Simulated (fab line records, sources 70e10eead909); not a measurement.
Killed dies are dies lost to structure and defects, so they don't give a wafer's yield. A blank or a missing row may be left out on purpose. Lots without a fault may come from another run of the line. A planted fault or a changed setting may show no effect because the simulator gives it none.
fab line records | flow nand_harc
record lots=6 wafers=17 last_day=32
route steps=1302 shown A_ONON_D2@552 END@1302
lots that met no fault: from a run of the same line without faults
start_h: hours from the record's first day to the start of the lot's first wafer shown | wait_h: hours since the lot's step before | " the same as in the row above | L1.1+2: a row that stands for several wafers | - no value, or no start given | * or withheld: withheld | < > ~ a bound
route shown NAME@n: a module of which the file shows steps, and the number in the route of the first | usual: mean/standard deviation of fault-free wafers | same: alike in all rows | chamber/n: place in a boat | sites: the reading at each site | _std_site: their standard deviation | _edge_site: outer sites' mean less inner sites' | radius_mm: how far each site lies from the wafer's centre | mask NAME#n: copy n | behind: the tool/chamber that last shaped the wafer | hold: why the lot was held/for how many hours/how that ended | device: the transistor (n, p or np) that didn't switch | end of line: the same wafers' tests at the end of the route | a step without rows: its recipe alone | killed: dies lost to structure and defects at the first sort, not the wafer's yield | map: a wafer's dies, x killed, . not, _ none there
set.NAME: the setting as run; set.NAME@STEP: as run at that earlier step | model.NAME: the simulator's own value behind a step, which no gauge read
lots at some steps of the route; a table a step, a row a wafer
services: from which hour (start_h, from the record's first day; less than 0 if before it) a tool's chamber was out of use, for how many hours, and why
## steps
# step NHARC_A_ONON_D2_THK_MEAS_11
# recipe thk_meas_gauge=ellipsometry
# usual thk_nm=996/11
# columns lot.wafer tool chamber start_h wait_h thk_nm
L750.1 film_metro-01 - 290.06 - 1001
L750.4 " - " " 1000
L750.5 " - " " 999
L755.3 film_metro-02 - 329.48 - 1013
L755.4 " - " " 1012
L757.4 film_metro-02 - 346.40 - 985
L757.5 " - " " 985
L757.6 " - " " 986
L762.1 film_metro-02 - 419.23 - 988
L762.3 " - " " 987
L762.6 " - " " 988
L767.3 film_metro-02 - 451.44 - 1000
L767.5 " - " " 1000
L767.6 " - " " 1001
L766.2 film_metro-01 - 452.75 - 996
L766.5 " - " " 997
L766.6 " - " " 997
# step NHARC_A_ONON_D2_DEP_12
# recipe target_thk_a=10000 n2_flow_sccm=2750 n2o_flow_sccm=2000 nh3_flow_sccm=500 sih4_flow_sccm=210 temp_c=400
# step NHARC_A_ONON_D2_THK_MEAS_14
# recipe thk_meas_gauge=ellipsometry
# usual thk_nm=1001/9.4
# columns lot.wafer tool chamber start_h wait_h thk_nm
L750.1 film_metro-01 - 290.62 - 1008
L750.4 " - " " 1008
L750.5 " - " " 1010
L755.3 film_metro-01 - 330.04 - 993
L755.4 " - " " 994
L757.4 film_metro-01 - 346.98 - 997
L757.5 " - " " 997
L757.6 " - " " 997
L762.1 film_metro-02 - 419.82 - 1010
L762.3 " - " " 1011
L762.6 " - " " 1010
L767.3 film_metro-02 - 452.01 - 1008
L767.5 " - " " 1008
L767.6 " - " " 1006
L766.2 film_metro-01 - 453.32 - 1007
L766.5 " - " " 1007
L766.6 " - " " 1007
# step NHARC_A_ONON_D2_ANNEAL_15
# recipe temp_c=750 time_s=3600
# step NHARC_A_ONON_D2_DEP_16
# recipe target_thk_a=10000 n2_flow_sccm=2750 n2o_flow_sccm=2000 nh3_flow_sccm=500 sih4_flow_sccm=210 temp_c=400
# step NHARC_A_ONON_D2_THK_MEAS_18
# recipe thk_meas_gauge=ellipsometry
# usual thk_nm=1001/6.7
# columns lot.wafer tool chamber start_h wait_h thk_nm
L750.1 film_metro-01 - 298.06 - 1010
L750.4 " - " " 1011
L750.5 " - " " 1011
L755.3 film_metro-02 - 337.40 - 992
L755.4 " - " " 991
L757.4 film_metro-01 - 354.79 - 1016
L757.5 " - " " 1015
L757.6 " - " " 1015
L762.1 film_metro-02 - 428.05 - 994
L762.3 " - " " 994
L762.6 " - " " 994
L766.2 film_metro-02 - 459.69 - 1004
L766.5 " - " " 1003
L766.6 " - " " 1003
L767.3 film_metro-01 - 459.69 - 1005
L767.5 " - " " 1004
L767.6 " - " " 1003
# step NHARC_A_ONON_D2_DEP_19
# recipe target_thk_a=10000 n2_flow_sccm=2750 n2o_flow_sccm=2000 nh3_flow_sccm=500 sih4_flow_sccm=210 temp_c=400
# step NHARC_A_ONON_D2_THK_MEAS_21
# recipe thk_meas_gauge=ellipsometry
# usual thk_nm=1001/9.5
# columns lot.wafer tool chamber start_h wait_h thk_nm
L750.1 film_metro-02 - 298.63 - 985
L750.4 " - " " 983
L750.5 " - " " 984
L755.3 film_metro-02 - 337.97 - 1002
L755.4 " - " " 1001
L757.4 film_metro-02 - 355.35 - 982
L757.5 " - " " 985
L757.6 " - " " 983
L762.1 film_metro-01 - 428.74 - 998
L762.3 " - " " 997
L762.6 " - " " 998
L766.2 film_metro-02 - 460.26 - 1001
L766.5 " - " " 1001
L766.6 " - " " 1002
L767.3 film_metro-01 - 460.26 - 1027
L767.5 " - " " 1027
L767.6 " - " " 1026
# step NHARC_A_ONON_D2_DEP_22
# recipe target_thk_a=10000 n2_flow_sccm=2750 n2o_flow_sccm=2000 nh3_flow_sccm=500 sih4_flow_sccm=210 temp_c=400
# step NHARC_A_ONON_D2_THK_MEAS_24
# recipe thk_meas_gauge=ellipsometry
# usual thk_nm=1001/9.2
# columns lot.wafer tool chamber start_h wait_h thk_nm
L750.1 film_metro-01 - 299.19 - 1004
L750.4 " - " " 1003
L750.5 " - " " 1002
L755.3 film_metro-02 - 338.53 - 995
L755.4 " - " " 995
L757.4 film_metro-01 - 355.92 - 1001
L757.5 " - " " 1003
L757.6 " - " " 1002
L762.1 film_metro-02 - 429.31 - 1003
L762.3 " - " " 1005
L762.6 " - " " 1003
L766.2 film_metro-01 - 460.82 - 1024
L766.5 " - " " 1024
L766.6 " - " " 1022
L767.3 film_metro-01 - 460.83 - 998
L767.5 " - " " 997
L767.6 " - " " 999
# step NHARC_A_ONON_D2_DEP_25
# recipe target_thk_a=10000 n2_flow_sccm=2750 n2o_flow_sccm=2000 nh3_flow_sccm=500 sih4_flow_sccm=210 temp_c=400
# step NHARC_A_ONON_D2_THK_MEAS_27
# recipe thk_meas_gauge=ellipsometry
# usual thk_nm=1001/8.4
# columns lot.wafer tool chamber start_h wait_h thk_nm
L750.1 film_metro-01 - 299.76 - 997
L750.4 " - " " 995
L750.5 " - " " 998
L755.3 film_metro-02 - 339.10 - 999
L755.4 " - " " 998
L757.4 film_metro-02 - 356.48 - 1001
L757.5 " - " " 1004
L757.6 " - " " 1003
L762.1 film_metro-01 - 429.87 - 1003
L762.3 " - " " 1003
L762.6 " - " " 1004
L766.2 film_metro-01 - 461.39 - 989
L766.5 " - " " 992
L766.6 " - " " 992
L767.3 film_metro-02 - 461.40 - 1015
L767.5 " - " " 1012
L767.6 " - " " 1013
# step NHARC_A_ONON_D2_DEP_28
# recipe target_thk_a=10000 n2_flow_sccm=2750 n2o_flow_sccm=2000 nh3_flow_sccm=500 sih4_flow_sccm=210 temp_c=400
# columns lot.wafer tool chamber start_h wait_h
L750.1+4+5 pecvd_onon-04 0 299.81 0.1
L755.3+4 pecvd_onon-03 0 339.28 0.2
L757.4+5+6 pecvd_onon-03 0 356.71 0.2
L762.1+3+6 pecvd_onon-01 0 429.93 0.1
L766.2+5+6 pecvd_onon-04 0 461.50 0.1
L767.3+5+6 pecvd_onon-03 0 461.57 0.2
# step NHARC_A_ONON_D2_THK_MEAS_30
# recipe thk_meas_gauge=ellipsometry
# usual thk_nm=1001/10
# columns lot.wafer tool chamber start_h wait_h thk_nm
L750.1 film_metro-01 - 300.32 - 1002
L750.4 " - " " 1002
L750.5 " - " " 1001
L755.3 film_metro-01 - 339.67 - 608
L755.4 " - " " 608
L757.4 film_metro-01 - 357.05 - 611
L757.5 " - " " 1006
L757.6 " - " " 1004
L762.1 film_metro-02 - 430.44 - 995
L762.3 " - " " 995
L762.6 " - " " 996
L766.2 film_metro-01 - 461.95 - 986
L766.5 " - " " 989
L766.6 " - " " 989
L767.3 film_metro-02 - 461.99 - 1009
L767.5 " - " " 1008
L767.6 " - " " 1009
# step NHARC_A_ONON_D2_DEP_33
# recipe target_thk_a=2000 temp_c=400 pressure_torr=6.5 rf_w=900 teos_flow_sccm=161.4 flow_sccm=2650 target_thk_nm=200 gas=O2 material=SiO2
# usual heater_power_w=543/76 showerhead_vpp_V=1898/69 throttle_valve_pct=16.0/0.65
# columns lot.wafer tool chamber start_h wait_h heater_power_w showerhead_vpp_V since_wet_clean_h throttle_valve_pct
L750.1 pecvd-03 2 300.47 0.1 548 1754 102 15.7
L750.4 " 0 " " 556 1976 - 15.3
L750.5 " 1 " " 494 1923 - 15.9
L755.3 pecvd-03 1 339.77 0.1 591 1854 141 16.0
L755.4 " 0 " " 580 1965 - 15.5
L757.4 pecvd-03 1 357.24 0.2 457 1877 - 16.0
L757.6 " 2 " " 648 1773 - 15.9
L757.5 " 0 " " 613 1996 - 15.2
L762.3 pecvd-03 1 430.54 0.1 558 1904 51 16.3
L762.1 " 2 " " 652 1762 51 16.2
L762.6 " 2 " " 685 1737 - 15.9
L767.3 pecvd-03 2 462.09 0.1 620 1798 83 15.9
L767.5 " 2 " " 640 1738 - 16.2
L767.6 " 0 " " 639 1993 - 15.4
L766.2 pecvd-01 0 462.10 0.1 462 1957 138 16.1
L766.6 " 2 " " 496 1894 - 14.5
L766.5 " 0 " " 459 1911 - 16.4
# step NHARC_END_SORT_01
# recipe temp_c=25
# usual killed_at_array=54/16 killed_at_other=0.6/0.86 killed_at_periphery=3.8/2.6 killed_dies=58/16 killed_open=3.3/1.8 killed_short=2.7/1.7
# same gross_dies=677
# columns lot.wafer tool chamber start_h wait_h killed_at_array killed_at_other killed_at_periphery killed_dies killed_open killed_short
L755.3 prober-02 0 604.04 3.1 671 0 6 677 5 5
L755.4 prober-02 0 604.83 3.4 673 0 4 677 3 5
L757.4 prober-01 0 629.95 3.4 676 1 0 677 3 1
L757.5 prober-01 0 630.73 3.6 67 0 3 70 5 2
L757.6 prober-01 0 631.52 3.9 54 0 5 59 3 3
L762.1 prober-02 0 708.66 2.5 52 0 3 55 3 1
L762.3 prober-02 0 710.24 3.1 53 1 4 58 5 3
L762.6 prober-02 0 712.61 4.0 56 0 3 59 6 2
L767.3 prober-02 0 742.73 3.1 34 0 9 43 1 4
L767.5 prober-02 0 744.36 3.7 50 1 3 54 4 3
L767.6 prober-02 0 745.17 4.1 58 2 9 69 5 2
L766.2 prober-01 0 755.50 2.8 30 1 5 36 7 8
L766.5 prober-01 0 757.88 3.7 35 0 1 36 3 7
L766.6 prober-01 0 758.67 4.0 30 5 1 36 2 1
# killed by level:class
L755.3 A_ONON_D2:area_dep=593 A_CHANNEL_HOLE_D1:chamber_film_flake=36 A_CHANNEL_HOLE_D2:chamber_film_flake=31 A_CHANNEL_FILL_D2:geometric_particle:short=3 A_STAIRCASE:chamber_film_flake=3 P_CONTACT:geometric_particle:open=2 A_CONTACT:chamber_film_flake=2 P_ZERO_WELL:geometric_particle:short=1
L755.4 A_ONON_D2:area_dep=584 A_CHANNEL_HOLE_D2:chamber_film_flake=43 A_CHANNEL_HOLE_D1:chamber_film_flake=35 P_M0:geometric_particle:short=2 A_CHANNEL_FILL_D2:geometric_particle:short=2 A_STAIRCASE:chamber_film_flake=2 A_CONTACT:chamber_film_flake=2 P_CONTACT:geometric_particle:short=1
L757.4 A_ONON_D2:area_dep=614 A_CHANNEL_HOLE_D2:chamber_film_flake=32 A_SLIT:chamber_film_flake=11 A_CHANNEL_HOLE_D1:chamber_film_flake=5 A_ZERO_WELL:chamber_film_flake=3 A_DECK1_JOINT:chamber_film_flake=3 A_STAIRCASE:chamber_film_flake=3 A_CONTACT:chamber_film_flake=2
L757.5 A_CHANNEL_HOLE_D2:chamber_film_flake=32 A_SLIT:chamber_film_flake=20 A_STAIRCASE:chamber_film_flake=5 A_CHANNEL_HOLE_D1:chamber_film_flake=4 P_M0:geometric_particle:open=2 A_WL_FILL:chamber_film_flake=2 P_GATE:geometric_particle:short=1 A_ONON_D1:geometric_particle:short=1
L757.6 A_CHANNEL_HOLE_D2:chamber_film_flake=30 A_SLIT:chamber_film_flake=12 A_STAIRCASE:chamber_film_flake=5 P_ZERO_WELL:geometric_particle:short=1 P_M0:geometric_particle:short=1 P_M2:geometric_particle:open=1 A_ONON_D1:geometric_particle:open=1 A_DECK1_JOINT:geometric_particle:open=1
L762.1 A_CHANNEL_HOLE_D1:chamber_film_flake=39 A_CONTACT:chamber_film_flake=4 A_STAIRCASE:chamber_film_flake=2 P_M1:geometric_particle:open=1 A_SOURCE_PLATE:geometric_particle:open=1 A_CHANNEL_FILL_D1:geometric_particle:open=1 A_M1:geometric_particle:short=1 P_ZERO_WELL:chamber_film_flake=1
L762.3 A_CHANNEL_HOLE_D1:chamber_film_flake=33 A_STAIRCASE:chamber_film_flake=4 A_SLIT:chamber_film_flake=3 A_CONTACT:geometric_particle:open=2 P_GATE:chamber_film_flake=2 A_CHANNEL_FILL_D1:chamber_film_flake=2 A_CONTACT:chamber_film_flake=2 P_CONTACT:geometric_particle:open=1
L762.6 A_CHANNEL_HOLE_D1:chamber_film_flake=35 A_SLIT:chamber_film_flake=5 A_CHANNEL_FILL_D2:chamber_film_flake=3 A_BLC:geometric_particle:open=2 A_STAIRCASE:chamber_film_flake=2 A_CONTACT:chamber_film_flake=2 P_GATE:geometric_particle:open=1 P_M0:geometric_particle:open=1
L767.3 A_CHANNEL_HOLE_D2:chamber_film_flake=13 A_CHANNEL_HOLE_D1:chamber_film_flake=7 A_SGD_CUT:chamber_film_flake=5 P_CONTACT:chamber_film_flake=3 A_SLIT:chamber_film_flake=3 P_GATE:chamber_film_flake=2 A_CONTACT:chamber_film_flake=2 P_CONTACT:geometric_particle:short=1
L767.5 A_CHANNEL_HOLE_D2:chamber_film_flake=14 A_CHANNEL_HOLE_D1:chamber_film_flake=11 A_SLIT:chamber_film_flake=8 A_CONTACT:chamber_film_flake=4 A_SGD_CUT:chamber_film_flake=3 A_WL_FILL:chamber_film_flake=3 A_CONTACT:geometric_particle:open=2 A_BLC:geometric_particle:short=2
L767.6 A_CHANNEL_HOLE_D2:chamber_film_flake=23 A_CHANNEL_HOLE_D1:chamber_film_flake=10 A_SLIT:chamber_film_flake=9 P_CONTACT:chamber_film_flake=5 A_SGD_CUT:chamber_film_flake=4 A_BLC:geometric_particle:open=2 P_ZERO_WELL:chamber_film_flake=2 A_CONTACT:chamber_film_flake=2
L766.2 A_CHANNEL_HOLE_D1:chamber_film_flake=10 A_SLIT:chamber_film_flake=6 A_M0:geometric_particle:open=3 P_CONTACT:geometric_particle:open=2 A_ONON_D1:geometric_particle:short=2 A_WL_FILL:geometric_particle:short=2 P_ZERO_WELL:geometric_particle:short=1 P_GATE:geometric_particle:open=1
L766.5 A_SLIT:chamber_film_flake=9 A_CHANNEL_HOLE_D1:chamber_film_flake=8 A_CONTACT:chamber_film_flake=6 A_M0:geometric_particle:short=2 A_WL_FILL:chamber_film_flake=2 P_CONTACT:geometric_particle:open=1 A_CHANNEL_HOLE_D1:geometric_particle:open=1 A_CHANNEL_HOLE_D1:geometric_particle:short=1
L766.6 A_CHANNEL_HOLE_D1:chamber_film_flake=9 A_SLIT:chamber_film_flake=8 THIN_TSV:chamber_film_flake=5 A_WL_FILL:chamber_film_flake=3 A_CONTACT:chamber_film_flake=3 A_ONON_D1:geometric_particle:open=1 A_CHANNEL_HOLE_D1:geometric_particle:open=1 A_WL_FILL:geometric_particle:short=1
# map L755.3 (x killed, . not)
____________x____________
_________xxxxxxx_________
_______xxxxxxxxxxx_______
______xxxxxxxxxxxxx______
_____xxxxxxxxxxxxxxx_____
____xxxxxxxxxxxxxxxxx____
____xxxxxxxxxxxxxxxxx____
___xxxxxxxxxxxxxxxxxxx___
___xxxxxxxxxxxxxxxxxxx___
__xxxxxxxxxxxxxxxxxxxxx__
__xxxxxxxxxxxxxxxxxxxxx__
_xxxxxxxxxxxxxxxxxxxxxxx_
_xxxxxxxxxxxxxxxxxxxxxxx_
_xxxxxxxxxxxxxxxxxxxxxxx_
_xxxxxxxxxxxxxxxxxxxxxxx_
_xxxxxxxxxxxxxxxxxxxxxxx_
xxxxxxxxxxxxxxxxxxxxxxxxx
xxxxxxxxxxxxxxxxxxxxxxxxx
xxxxxxxxxxxxxxxxxxxxxxxxx
xxxxxxxxxxxxxxxxxxxxxxxxx
xxxxxxxxxxxxxxxxxxxxxxxxx
_xxxxxxxxxxxxxxxxxxxxxxx_
_xxxxxxxxxxxxxxxxxxxxxxx_
_xxxxxxxxxxxxxxxxxxxxxxx_
_xxxxxxxxxxxxxxxxxxxxxxx_
_xxxxxxxxxxxxxxxxxxxxxxx_
__xxxxxxxxxxxxxxxxxxxxx__
__xxxxxxxxxxxxxxxxxxxxx__
___xxxxxxxxxxxxxxxxxxx___
___xxxxxxxxxxxxxxxxxxx___
____xxxxxxxxxxxxxxxxx____
____xxxxxxxxxxxxxxxxx____
_____xxxxxxxxxxxxxxx_____
______xxxxxxxxxxxxx______
_______xxxxxxxxxxx_______
_________xxxxxxx_________
____________x____________
# map L757.4 (x killed, . not)
____________x____________
_________xxxxxxx_________
_______xxxxxxxxxxx_______
______xxxxxxxxxxxxx______
_____xxxxxxxxxxxxxxx_____
____xxxxxxxxxxxxxxxxx____
____xxxxxxxxxxxxxxxxx____
___xxxxxxxxxxxxxxxxxxx___
___xxxxxxxxxxxxxxxxxxx___
__xxxxxxxxxxxxxxxxxxxxx__
__xxxxxxxxxxxxxxxxxxxxx__
_xxxxxxxxxxxxxxxxxxxxxxx_
_xxxxxxxxxxxxxxxxxxxxxxx_
_xxxxxxxxxxxxxxxxxxxxxxx_
_xxxxxxxxxxxxxxxxxxxxxxx_
_xxxxxxxxxxxxxxxxxxxxxxx_
xxxxxxxxxxxxxxxxxxxxxxxxx
xxxxxxxxxxxxxxxxxxxxxxxxx
xxxxxxxxxxxxxxxxxxxxxxxxx
xxxxxxxxxxxxxxxxxxxxxxxxx
xxxxxxxxxxxxxxxxxxxxxxxxx
_xxxxxxxxxxxxxxxxxxxxxxx_
_xxxxxxxxxxxxxxxxxxxxxxx_
_xxxxxxxxxxxxxxxxxxxxxxx_
_xxxxxxxxxxxxxxxxxxxxxxx_
_xxxxxxxxxxxxxxxxxxxxxxx_
__xxxxxxxxxxxxxxxxxxxxx__
__xxxxxxxxxxxxxxxxxxxxx__
___xxxxxxxxxxxxxxxxxxx___
___xxxxxxxxxxxxxxxxxxx___
____xxxxxxxxxxxxxxxxx____
____xxxxxxxxxxxxxxxxx____
_____xxxxxxxxxxxxxxx_____
______xxxxxxxxxxxxx______
_______xxxxxxxxxxx_______
_________xxxxxxx_________
____________x____________
## services
# columns tool chamber start_h hours kind
pecvd_onon-04 - 311.08 13.0 pm
pecvd-01 - 311.32 13.0 pm
pecvd-01 0 311.32 17.7 vent_cycle
pecvd-01 1 311.32 13.0 vent_cycle
pecvd-01 2 311.32 13.0 vent_cycle
pecvd-01 1 324.32 - clean
pecvd-01 2 324.32 - clean
pecvd_onon-01 - 361.73 5.8 repair
pecvd-03 - 366.40 13.0 pm
pecvd-03 0 366.40 13.0 vent_cycle
pecvd-03 1 366.40 13.0 vent_cycle
pecvd-03 2 366.40 13.0 vent_cycle
pecvd-03 0 379.40 - clean
pecvd-03 1 379.40 - clean
pecvd-03 2 379.40 - clean
pecvd_onon-03 - 408.20 13.0 pm
pecvd-03 1 412.99 - calibration
pecvd_onon-01 - 450.00 13.0 pm
## key
first_sign step=NHARC_A_ONON_D2_THK_MEAS_30 reading=thk_nm direction=down sigmas=39 usual=1001 struck=609
effect step=NHARC_END_SORT_01 reading=killed_at_array direction=up sigmas=39 usual=54 struck=673
more_kills_born_at NHARC_A_ONON_D2_DEP_28@pecvd_onon-03=1791
met_at NHARC_A_ONON_D2_DEP_28
struck_wafers L755.3,L755.4,L757.4
later_rows_left_out L755.3,L755.4,L757.4
tester_left_out L755,L757
fault kind=process_parameter_drift tool=pecvd_onon-03 chamber=- onset_h=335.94 steps=NHARC_A_ONON_D2_DEP_28 channel=target_thk_a offset=* shape=step end_h=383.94 scope=struck_wafers_only acts_in=* stated=*
# tester_left_out: of these lots the tester's yield and bins aren't shown, on N5 and GAA mostly nor the transistor test; their killed dies are dies lost to structure and defects alone, not to doping, threshold or leakage, so they don't give the yield
# later_rows_left_out: the simulator's readings of these wafers behind a module that went badly wrong aren't trusted and aren't shown, but for the sort
